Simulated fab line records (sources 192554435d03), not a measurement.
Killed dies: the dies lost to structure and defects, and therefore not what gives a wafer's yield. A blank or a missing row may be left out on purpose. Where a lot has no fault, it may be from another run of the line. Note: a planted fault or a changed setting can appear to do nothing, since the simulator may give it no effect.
Split-lot experiment || flow n5_finfet || 21 wafers read from 7 lots, route of 1938 steps

## SPLIT DETAILS
At N5_DUMMY_GATE_EXPOSE_12 (exposes mask GATE, target cd 25 nm), the setting dose_mj was moved away from the recipe's 34 on 5 of the 21 wafers read, by -7.2% to +7.1%. All remaining wafers had this setting at the recipe value.

## FROM THE SPLIT TO THE READING: what the file shows between them, 13 steps
- N5_DUMMY_GATE_PEB_13: peb time 60 s
- N5_DUMMY_GATE_DEVELOP_14: develop time 30 s
- N5_DUMMY_GATE_CD_MEAS_15: target cd 25.8 nm
- N5_DUMMY_GATE_STRIP_38: strips in N2/H2
- N5_DUMMY_GATE_STRIP_39: strips in N2/H2
- N5_DUMMY_GATE_TRIM_49: chemistry O2, time 29 s, target cd 14 nm
- N5_DUMMY_GATE_STRIP_40: strips in CF4
- N5_DUMMY_GATE_CD_MEAS_50: target cd 14 nm
- N5_DUMMY_GATE_ETCH_31: etches SiO2 in C4F6/O2, target depth 82.5 nm, time 27.5 s
- N5_DUMMY_GATE_STRIP_41: strips in O2
- N5_DUMMY_GATE_ETCH_32: etches SiO2 in CF4, target depth 3.5 nm, time 3.9 s
- N5_DUMMY_GATE_ETCH_23: etches poly-Si in HBr/Cl2/O2, target depth 41 nm, time 22.3 s
- N5_DUMMY_GATE_ETCH_44: etches poly-Si in HBr/O2, stops on SiO2, target depth 127.5 nm

## THE READING
cd_nm, in nm, at N5_DUMMY_GATE_CD_MEAS_24 (target cd 15 nm). A value of 15.2 nm with a standard deviation of 0.36 nm is what fault-free wafers of this fab line usually give.

{"wafer": "L078.1", "tool, chamber at the split": "euv_scanner-02, 0", "dose_mj as run": 34, "against the recipe": "recipe", "cd_nm, nm": 15.5, "against lot-mates on the recipe": "-"}
{"wafer": "L078.4", "tool, chamber at the split": "euv_scanner-02, 0", "dose_mj as run": 34, "against the recipe": "recipe", "cd_nm, nm": 15.4, "against lot-mates on the recipe": "-"}
{"wafer": "L078.5", "tool, chamber at the split": "euv_scanner-02, 0", "dose_mj as run": 34, "against the recipe": "recipe", "cd_nm, nm": 15.8, "against lot-mates on the recipe": "-"}
{"wafer": "L081.2", "tool, chamber at the split": "euv_scanner-02, 0", "dose_mj as run": 34, "against the recipe": "recipe", "cd_nm, nm": 15.5, "against lot-mates on the recipe": "-"}
{"wafer": "L081.3", "tool, chamber at the split": "euv_scanner-02, 0", "dose_mj as run": 31.54, "against the recipe": "-7.2%", "cd_nm, nm": 16.7, "against lot-mates on the recipe": "+1.3"}
{"wafer": "L081.5", "tool, chamber at the split": "euv_scanner-02, 0", "dose_mj as run": 34, "against the recipe": "recipe", "cd_nm, nm": 15.3, "against lot-mates on the recipe": "-"}
{"wafer": "L080.3", "tool, chamber at the split": "euv_scanner-01, 0", "dose_mj as run": 32.21, "against the recipe": "-5.3%", "cd_nm, nm": 16.3, "against lot-mates on the recipe": "+1.2"}
{"wafer": "L080.4", "tool, chamber at the split": "euv_scanner-01, 0", "dose_mj as run": 34, "against the recipe": "recipe", "cd_nm, nm": 15.3, "against lot-mates on the recipe": "-"}
{"wafer": "L080.6", "tool, chamber at the split": "euv_scanner-01, 0", "dose_mj as run": 34, "against the recipe": "recipe", "cd_nm, nm": 14.9, "against lot-mates on the recipe": "-"}
{"wafer": "L088.1", "tool, chamber at the split": "euv_scanner-01, 0", "dose_mj as run": 36.43, "against the recipe": "+7.1%", "cd_nm, nm": 13.8, "against lot-mates on the recipe": -1.2}
{"wafer": "L088.3", "tool, chamber at the split": "euv_scanner-01, 0", "dose_mj as run": 34, "against the recipe": "recipe", "cd_nm, nm": 14.7, "against lot-mates on the recipe": "-"}
{"wafer": "L088.5", "tool, chamber at the split": "euv_scanner-01, 0", "dose_mj as run": 34, "against the recipe": "recipe", "cd_nm, nm": 15.3, "against lot-mates on the recipe": "-"}
{"wafer": "L091.1", "tool, chamber at the split": "euv_scanner-02, 0", "dose_mj as run": 34, "against the recipe": "recipe", "cd_nm, nm": 15.1, "against lot-mates on the recipe": "-"}
{"wafer": "L091.2", "tool, chamber at the split": "euv_scanner-02, 0", "dose_mj as run": 34, "against the recipe": "recipe", "cd_nm, nm": 15.4, "against lot-mates on the recipe": "-"}
{"wafer": "L091.6", "tool, chamber at the split": "euv_scanner-02, 0", "dose_mj as run": 34, "against the recipe": "recipe", "cd_nm, nm": 15.0, "against lot-mates on the recipe": "-"}
{"wafer": "L093.1", "tool, chamber at the split": "euv_scanner-02, 0", "dose_mj as run": 34, "against the recipe": "recipe", "cd_nm, nm": 15.9, "against lot-mates on the recipe": "-"}
{"wafer": "L093.2", "tool, chamber at the split": "euv_scanner-02, 0", "dose_mj as run": 34, "against the recipe": "recipe", "cd_nm, nm": 15.5, "against lot-mates on the recipe": "-"}
{"wafer": "L093.4", "tool, chamber at the split": "euv_scanner-02, 0", "dose_mj as run": 34, "against the recipe": "recipe", "cd_nm, nm": 15.5, "against lot-mates on the recipe": "-"}
{"wafer": "L096.2", "tool, chamber at the split": "euv_scanner-02, 0", "dose_mj as run": 33.05, "against the recipe": "-2.8%", "cd_nm, nm": 15.9, "against lot-mates on the recipe": "+1.1"}
{"wafer": "L096.5", "tool, chamber at the split": "euv_scanner-02, 0", "dose_mj as run": 33.05, "against the recipe": "-2.8%", "cd_nm, nm": 15.7, "against lot-mates on the recipe": "+0.9"}
{"wafer": "L096.6", "tool, chamber at the split": "euv_scanner-02, 0", "dose_mj as run": 34, "against the recipe": "recipe", "cd_nm, nm": 14.8, "against lot-mates on the recipe": "-"}

FIT RESULTS
A straight line over all 21 wafers: cd_nm changes by -0.198 nm for each +1% of dose_mj; r = -0.87; the points scatter about the line by 0.3 nm.
The same after taking each lot's own level away (the mean of its wafers on the recipe; 21 wafers): -0.2 nm for each +1%; r = -0.92; scatter 0.23 nm.
Per that fit: largest dose_mj move, reading shift of 1.4 nm.
The lots' own levels span 14.80 to 15.63 nm, that is 2.3 times the standard deviation above.
The two slopes agree, so the slope changes little with the lot-to-lot level.
Check: +1.61 nm against its lot-mates is what the line predicts for one of the wafers moved furthest among these (-7.2%) when that wafer is left out of the fit. It came out at +1.3 nm against them.

## THE WHOLE CHAIN: every reading that the file lists as answering this split, in the file's order
{"step": "N5_DUMMY_GATE_CD_MEAS_15", "what it does": "target cd 25.8 nm", "reading": "cd_nm", "change (the file's fit)": "-0.198 nm for each +1% of the setting", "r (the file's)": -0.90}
{"step": "N5_DUMMY_GATE_TRIM_49", "what it does": "chemistry O2, time 29 s, target cd 14 nm", "reading": "DUMMY_GATE.cd_nm (the simulator's own value, which no gauge read)", "change (the file's fit)": "-0.189 nm for each +1% of the setting", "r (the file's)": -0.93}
{"step": "N5_DUMMY_GATE_CD_MEAS_50", "what it does": "target cd 14 nm", "reading": "cd_nm", "change (the file's fit)": "-0.22 nm for each +1% of the setting", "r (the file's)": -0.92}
{"step": "N5_DUMMY_GATE_ETCH_44", "what it does": "etches poly-Si in HBr/O2, stops on SiO2, target depth 127.5 nm", "reading": "DUMMY_GATE.cd_nm (the simulator's own value, which no gauge read)", "change (the file's fit)": "-0.174 nm for each +1% of the setting", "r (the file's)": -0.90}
{"step": "N5_DUMMY_GATE_CD_MEAS_24", "what it does": "target cd 15 nm", "reading": "cd_nm", "change (the file's fit)": "-0.193 nm for each +1% of the setting", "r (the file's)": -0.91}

## FILE'S OWN FIT
cd_nm changes by -0.193 nm for each +1% of dose_mj, r = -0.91.
